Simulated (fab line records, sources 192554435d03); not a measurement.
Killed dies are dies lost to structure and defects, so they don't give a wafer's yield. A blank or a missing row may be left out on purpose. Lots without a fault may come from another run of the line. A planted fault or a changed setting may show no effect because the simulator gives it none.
fab line records | flow n5_finfet
record lots=3 wafers=9 last_day=18
route steps=1938 shown PMOS_HMC_CHANNEL_EPI@83 FIN_SAQP@90 FIN_CUT@165 BEOL_M4@1111 PASSIVATION@1936
lots that met no fault: from a run of the same line without faults
start_h: hours from the record's first day to the start of the lot's first wafer shown | wait_h: hours since the lot's step before | " the same as in the row above | L1.1+2: a row that stands for several wafers | - no value, or no start given | * or withheld: withheld | < > ~ a bound
route shown NAME@n: a module of which the file shows steps, and the number in the route of the first | usual: mean/standard deviation of fault-free wafers | same: alike in all rows | chamber/n: place in a boat | sites: the reading at each site | _std_site: their standard deviation | _edge_site: outer sites' mean less inner sites' | radius_mm: how far each site lies from the wafer's centre | mask NAME#n: copy n | behind: the tool/chamber that last shaped the wafer | hold: why the lot was held/for how many hours/how that ended | device: the transistor (n, p or np) that didn't switch | end of line: the same wafers' tests at the end of the route | a step without rows: its recipe alone | killed: dies lost to structure and defects at the first sort, not the wafer's yield | map: a wafer's dies, x killed, . not, _ none there
set.NAME: the setting as run; set.NAME@STEP: as run at that earlier step | model.NAME: the simulator's own value behind a step, which no gauge read
lots at some steps of the route; a table a step, a row a wafer
services: from which hour (start_h, from the record's first day; less than 0 if before it) a tool's chamber was out of use, for how many hours, and why
## steps
# step N5_PMOS_HMC_CHANNEL_EPI_PRECLEAN_40
# recipe chemistry=DHF time_s=30 temp_c=25 dilution=withheld
# step N5_PMOS_HMC_CHANNEL_EPI_PRECLEAN_37
# recipe chemistry=O3/DIW time_s=45 temp_c=22 o3_ppm=10
# step N5_PMOS_HMC_CHANNEL_EPI_PRECLEAN_24
# recipe chemistry=DHF time_s=30 temp_c=25 dilution=withheld
# step N5_PMOS_HMC_CHANNEL_EPI_SRD_25
# recipe dry=ipa_marangoni do_ppb=5 time_s=30 temp_c=23 rinse_liquid=diw
# step N5_PMOS_HMC_CHANNEL_EPI_EPI_26
# recipe material=Si target_thk_a=38 temp_c=650 precursor=SiH4/H2 pressure_torr=20 time_s=22.7
# step N5_FIN_SAQP_PRECLEAN_42
# recipe chemistry=O3/DIW time_s=60 temp_c=22 o3_ppm=10
# step N5_FIN_SAQP_PRECLEAN_00
# recipe chemistry=SC1 time_s=60 temp_c=55 mix=1:2:50
# step N5_FIN_SAQP_PRECLEAN_44
# recipe chemistry=SC2 time_s=45 temp_c=35 mix=1:1:50
# step N5_FIN_SAQP_SRD_01
# recipe dry=ipa_marangoni time_s=30 temp_c=23 rinse_liquid=diw
# step N5_FIN_SAQP_ALD_61
# recipe material=SiO2 target_thk_a=40 temp_c=300 ald_precursor_family=BDEAS ald_co_reactant=O2-plasma pulse_time_s=1 purge_time_s=2 co_reactant_purge_time_s=2 ald_cycles=43 pressure_torr=2
# usual heater_power_w=472/55 precursor_pulse_height_rel=1.000/0.021
# columns lot.wafer tool chamber start_h wait_h heater_power_w precursor_pulse_height_rel
L979.2 ald_sin-03 1 62.98 0.0 461 0.998
L979.3 " 3 " " 361 1.037
L979.5 " 3 " " 348 0.994
L987.1 ald_sin-03 1 112.37 1.0 482 1.006
L987.4 " 0 " " 473 1.007
L987.6 " 1 " " 461 1.028
L993.1 ald_sin-01 1 147.08 0.0 539 1.011
L993.3 " 2 " " 414 1.009
L993.6 " 1 " " 565 0.964
# step N5_FIN_SAQP_DENSIFY_62
# recipe temp_c=700 time_s=60 ambient=N2 idle_temp_c=600 ramp_up_c_per_s=150 ramp_down_c_per_s=60 cool_to_c=600
# step N5_FIN_SAQP_HM_DEP_03
# recipe material=SiNx target_thk_a=380 temp_c=400 precursor=SiH4/NH3/N2 pressure_torr=1.5 rf_w=300 time_s=33.6
# step N5_FIN_SAQP_PECVD_47
# recipe material=a-Si target_thk_a=450 temp_c=400 precursor=SiH4/He pressure_torr=3 rf_w=100 time_s=36.3
# step N5_FIN_SAQP_PECVD_48
# recipe material=SiNx target_thk_a=250 temp_c=400 precursor=SiH4/NH3/N2 pressure_torr=1.5 rf_w=300 time_s=22.1
# step N5_FIN_SAQP_PECVD_06
# recipe material=a-Si target_thk_a=600 temp_c=400 precursor=SiH4/He pressure_torr=3 rf_w=100 time_s=48.1
# step N5_FIN_SAQP_HM_DEP_72
# recipe material=SiO2 target_thk_a=120 temp_c=400 precursor=SiH4/N2O pressure_torr=0.75 rf_w=275 time_s=7.2
# step N5_FIN_SAQP_COAT_49
# recipe resist=SOC temp_c=250 time_s=60 spin_rpm=1500 resist_thk_nm=100
# step N5_FIN_SAQP_COAT_50
# recipe resist=SiARC temp_c=220 time_s=60 spin_rpm=1500 resist_thk_nm=35
# step N5_FIN_SAQP_COAT_10
# recipe resist=CAR-ArF spin_rpm=1500 resist_thk_nm=90
# step N5_FIN_SAQP_EBR_12
# recipe solvent=PGMEA ebr_width_mm=1.5
# step N5_FIN_SAQP_SOFTBAKE_11
# recipe temp_c=110 time_s=60 resist=CAR-ArF
# step N5_FIN_SAQP_EXPOSE_13
# recipe mask_id=FIN_CORE na=1.35 source_shape=dipole sigma_inner=0.538 sigma_outer=0.738 polarization=te target_cd_nm=35.6 dose_mj=63.25
# step N5_FIN_SAQP_PEB_14
# recipe peb_temp_c=withheld peb_time_s=60 resist=CAR-ArF
# step N5_FIN_SAQP_DEVELOP_15
# recipe develop_time_s=30 developer=TMAH resist=CAR-ArF dev_temp_c=23 rinse_liquid=diw dry=air_spin
# step N5_FIN_SAQP_INSPECT_18
# recipe mode=adi inspect_instrument=brightfield
# usual raw_defect_count=422/110
# columns lot.wafer tool chamber start_h wait_h raw_defect_count
L979.2 defect_inspect-02 - 64.23 0.0 437
L979.3 " - " " 497
L979.5 " - " " 478
L987.1 defect_inspect-01 - 113.63 0.0 684
L987.4 " - " " 327
L987.6 " - " " 776
L993.1 defect_inspect-01 - 148.23 0.0 372
L993.3 " - " " 545
L993.6 " - " " 423
# step N5_FIN_SAQP_DESCUM_21
# recipe chemistry=O2 time_s=7.9 source_power_w=50 bias_power_w=20 pressure_mtorr=20 rf_frequency_hz=2.712e+07 temp_c=40 resist=CAR-ArF o2_flow_sccm=225
# step N5_FIN_SAQP_ETCH_51
# recipe chemistry=CF4 target=SiARC target_depth_a=455 mask_material=CAR-ArF time_s=75.8 ion_energy_ev=80 pressure_mtorr=40 source_w=545 bias_w=36 Ar_flow_sccm=100 cf4_flow_sccm=100 ends=cleared
# step N5_FIN_SAQP_ETCH_52
# recipe chemistry=N2/H2 target=SOC target_depth_a=1000 overetch_a=200 mask_material=SiARC temp_c=40 time_s=150 ion_energy_ev=200 pressure_mtorr=30 source_w=840 bias_w=150 n2_flow_sccm=200 h2_flow_sccm=200 ends=end_point
# step N5_FIN_SAQP_STRIP_53
# recipe chemistry=N2/H2 temp_c=40 n2_flow_sccm=200 h2_flow_sccm=200 rf_frequency_hz=6e+07
# step N5_FIN_SAQP_HM_OPEN_73
# recipe chemistry=CHF3/O2 target=SiO2 stop_on=a-Si target_depth_a=120 over_etch_frac=1.8 mask_material=SOC time_s=16.8 pressure_mtorr=30 source_w=650 bias_w=170 Ar_flow_sccm=200 CHF3_flow_sccm=50 O2_flow_sccm=5 ion_energy_ev=200 ends=end_point
# step N5_FIN_SAQP_STRIP_74
# recipe chemistry=CHF3/O2 resist=SiARC rf_frequency_hz=6e+07
# step N5_FIN_SAQP_MANDREL_ETCH_22
# recipe target_depth_a=600 chemistry=HBr/Cl2 target=a-Si stop_on=SiNx bt_time_s=10 over_etch_frac=0.5 time_s=30 pressure_mtorr=10 icp_w=800 bias_w=75 HBr_flow_sccm=150 Cl2_flow_sccm=80 ends=end_point
# step N5_FIN_SAQP_STRIP_55
# recipe chemistry=N2/H2 power_w=500 temp_c=40 pressure_mtorr=50 rf_frequency_hz=6e+07 overash_fraction=0.3 bias_power_w=28 h2_frac=0.5 n2_flow_sccm=300 h2_flow_sccm=300
# step N5_FIN_SAQP_STRIP_23
# recipe chemistry=SPM time_s=750 temp_c=130 h2so4_h2o2_vol_ratio=4
# step N5_FIN_SAQP_SRD_66
# recipe dry=ipa_marangoni time_s=30 temp_c=23 rinse_liquid=diw
# step N5_FIN_SAQP_INSPECT_40
# recipe inspect_instrument=brightfield mode=aei
# usual raw_defect_count=221/73
# columns lot.wafer tool chamber start_h wait_h raw_defect_count
L979.2 defect_inspect-01 - 68.63 0.0 203
L979.3 " - " " 278
L979.5 " - " " 303
L987.1 defect_inspect-01 - 117.80 0.0 570
L987.4 " - " " 271
L987.6 " - " " 670
L993.1 defect_inspect-01 - 152.95 0.0 180
L993.3 " - " " 179
L993.6 " - " " 201
# step N5_FIN_CUT_INSPECT_10
# recipe mode=adi inspect_instrument=brightfield
# usual raw_defect_count=42/14
# columns lot.wafer tool chamber start_h wait_h raw_defect_count
L979.2 defect_inspect-01 - 69.02 0.0 38
L979.3 " - " " 48
L979.5 " - " " 47
L987.1 defect_inspect-01 - 118.19 0.1 484
L987.4 " - " " 44
L987.6 " - " " 457
L993.1 defect_inspect-02 - 153.34 0.1 43
L993.3 " - " " 40
L993.6 " - " " 30
# step N5_FIN_CUT_INSPECT_17
# recipe inspect_instrument=brightfield mode=aei
# usual raw_defect_count=223/78
# columns lot.wafer tool chamber start_h wait_h raw_defect_count
L979.2 defect_inspect-01 - 70.18 0.0 231
L979.3 " - " " 302
L979.5 " - " " 292
L987.1 defect_inspect-02 - 119.14 0.0 594
L987.4 " - " " 340
L987.6 " - " " 783
L993.1 defect_inspect-02 - 155.04 0.0 215
L993.3 " - " " 217
L993.6 " - " " 213
# step N5_BEOL_M4_RC_MEAS_101
# usual DIBL_N=36.0/2.2 DIBL_P=36.2/2.4 IOFF_N=0.16/0.035 IOFF_P=0.21/0.037 ION_N=672/13 ION_P=461/7 SS_N=71.4/0.69 SS_P=73.2/0.75 VT_N=250/3.4 VT_P=-251/3
# columns lot.wafer tool chamber start_h wait_h DIBL_N[mV/V] DIBL_P[mV/V] IOFF_N[nA/um] IOFF_P[nA/um] ION_N[uA/um] ION_P[uA/um] SS_N[mV/dec] SS_P[mV/dec] VT_N[mV] VT_P[mV]
L979.2 prober-02 0 235.85 0.2 37.9 39.0 0.19 0.27 677 463 71.8 74.1 246 -249
L979.3 " 0 " " 34.0 33.4 0.13 0.17 679 462 69.7 72.4 249 -250
L979.5 " 0 " " 38.6 39.8 0.23 0.29 692 477 71.1 74.2 241 -245
L987.1 prober-02 0 299.45 0.0 37.9 40.2 0.21 0.28 686 467 71.3 74.3 245 -246
L987.4 " 0 " " 34.5 35.1 0.14 0.20 656 456 71.1 73.0 249 -252
L987.6 " 0 " " 35.7 37.1 0.16 0.22 665 457 70.9 73.1 249 -248
L993.1 prober-02 0 333.77 0.0 37.3 34.7 0.16 0.23 680 469 71.4 72.3 247 -246
L993.3 " 0 " " 38.3 36.8 0.18 0.26 691 480 71.2 74.1 248 -245
L993.6 " 0 " " 37.3 34.7 0.16 0.22 675 466 71.4 72.6 250 -246
# step N5_PASSIVATION_PROBE_49
# usual defect_limited_yield=91.2/1.4 killed_at_M0_to_M3=34/9.4 killed_at_M4_up=14/5.6 killed_at_contacts=13/7.8 killed_at_front_end=37/10 killed_at_other=4/3.3 killed_dies=103/17 killed_open=68/13 killed_short=33/8.2 sort_bin_5_function=5.1/0.92 sort_bin_6_memory=3.3/0.71 sort_n_pass=1077/17 sort_yield_pct=91.2/1.4
# same gross_dies=1180 killed_at_back_side=0 sort_bin_4_leakage[%]=0 sort_bin_8_speed[%]=0
# columns lot.wafer tool chamber start_h wait_h defect_limited_yield[%] killed_at_M0_to_M3 killed_at_M4_up killed_at_contacts killed_at_front_end killed_at_other killed_dies killed_open killed_short sort_bin_5_function[%] sort_bin_6_memory[%] sort_n_pass sort_yield_pct[%]
L987.1 prober-01 - 409.87 0.0 84.9 24 7 6 139 2 178 64 18 10.7 3.2 1002 84.9
L987.6 prober-01 - 410.12 0.3 85.5 25 6 8 130 2 171 47 24 9.4 3.1 1009 85.5
# killed by level:class
L987.1 FIN_SAQP:unspecified=96 STI_FIN_REVEAL:geometric_particle:open=17 BEOL_M1:geometric_particle:open=10 FIN_SAQP:geometric_particle:open=9 GATE_CUT:geometric_particle:open=5 MOL_CONTACT_COAG:geometric_particle:open=5 FIN_SAQP:geometric_particle:short=4 BEOL_M0_SAQP:geometric_particle:short=4
L987.6 FIN_SAQP:unspecified=100 STI_FIN_REVEAL:geometric_particle:open=12 BEOL_M2:geometric_particle:open=10 MOL_CONTACT_COAG:geometric_particle:open=6 BEOL_M0_SAQP:geometric_particle:open=5 BEOL_M1:geometric_particle:open=5 BEOL_M0_SAQP:geometric_particle:short=4 FIN_SAQP:geometric_particle:short=3
# map L987.1 (x killed, . not)
_________________..x....x....________________
______________.................._____________
___________....x...................__________
__________......x...x..............._________
________.....x.............x.........._______
_______xxx.x.............x.x......x....______
______xxxxxxxx.x........................_____
_____xxxxxxxxx..x.......x................____
____xxxxxxxxxxxx..........................___
___xxxxxxxxxxx.x.x..x.......xx.............__
___xxxxxxxxxx..x...........................__
__xxxxxxxxxxx.xx..x......................x.._
__.xxxxxxxxxxx.x...x....xx.x................_
_xx.x.xxxx..xx....x..........................
_...x.xxxxxx.................................
_....x..xx.......................x...........
_.........x..................................
_......x..xx..x..........x...................
_................................x...........
_...x..x.x.x.x...............................
_.........x..................................
__.....x.x.x....x..............x............_
__.....x...x.x.........x...........x........_
___.............x................x...x..x..__
___..............x.........................__
____.x...........x....xx..........x.......___
_____...............x.......x........x...____
______.x.........................x......_____
_______..x................x..x...x...x.______
________xx............................_______
__________..x.....................x._________
___________.......x...x............__________
______________.....x.....x.x...._____________
_________________.........x..________________
# map L979.5 (x killed, . not)
_________________....x.x...x.________________
______________.x...x............_____________
___________...........x....x.......__________
__________xx..x..................x.._________
________xx............x..............._______
_______....x..............x............______
______...x.........x.....x.............._____
_____....x...x...............x..x.....x..____
____...x.............x......x.x...x.......___
___........................................__
___............x.....x........x.......x....__
__...x...x...x..............x.............x._
__....x............x...x................x..._
_.....x....x.................................
_.x...............x........x..........x.xx...
_..x...xx.....x..................x..x........
_...................x..................x.....
_x.x.x...............................x.......
_.........x............x..x......x...x...x...
_..x.......x..x.x......x.x......x....x.......
_.......x........x...........................
__..x.......x...............x..............._
__.........................................x_
___.....................................x..__
___...................x....................__
____.........x............................___
_____....x.x.....x................x......____
______.x...x.....x.x.........x.........._____
_______.x.x..............xx........x...______
________.............................._______
__________...............x.x........_________
___________...x.x.........x........__________
______________.....xx...x.x...x._____________
_________________..x..x...x.x________________
## services
# columns tool chamber start_h hours kind
ald_sin-01 - 65.57 0.7 repair
ald_sin-03 0 73.62 5.7 repair
ald_sin-03 - 80.68 6.1 pm
ald_sin-01 - 85.75 14.0 pm
ald_sin-01 0 85.75 14.0 vent_cycle
ald_sin-01 1 85.75 14.0 vent_cycle
ald_sin-01 2 85.75 14.0 vent_cycle
ald_sin-01 3 85.75 14.0 vent_cycle
ald_sin-01 0 99.75 - clean
ald_sin-01 1 99.75 - clean
ald_sin-01 2 99.75 - clean
ald_sin-01 3 99.75 - clean
ald_sin-03 - 108.58 0.9 repair
ald_sin-03 - 119.99 2.8 pm
ald_sin-03 1 130.03 1.8 repair
ald_sin-01 2 130.46 7.6 repair
## key
first_sign step=N5_FIN_SAQP_INSPECT_18 reading=raw_defect_count direction=up sigmas=2.7 usual=422 struck=730
effect step=N5_FIN_SAQP_INSPECT_40 reading=raw_defect_count direction=up sigmas=5.5 usual=221 struck=620
effect step=N5_FIN_CUT_INSPECT_10 reading=raw_defect_count direction=up sigmas=30 usual=42 struck=470
effect step=N5_FIN_CUT_INSPECT_17 reading=raw_defect_count direction=up sigmas=6 usual=223 struck=688
effect step=N5_PASSIVATION_PROBE_49 reading=killed_at_front_end direction=up sigmas=9.3 usual=37 struck=134
more_kills_born_at N5_FIN_SAQP_ALD_61@ald_sin-03=196
met_at N5_FIN_SAQP_ALD_61
struck_wafers L987.1,L987.6
onset_between 62.98 112.37
fault kind=chamber_particle_source tool=ald_sin-03 chamber=1 onset_h=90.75 steps=N5_FIN_SAQP_ALD_61 rate_per_visit_cm2=0.63918 end_h=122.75
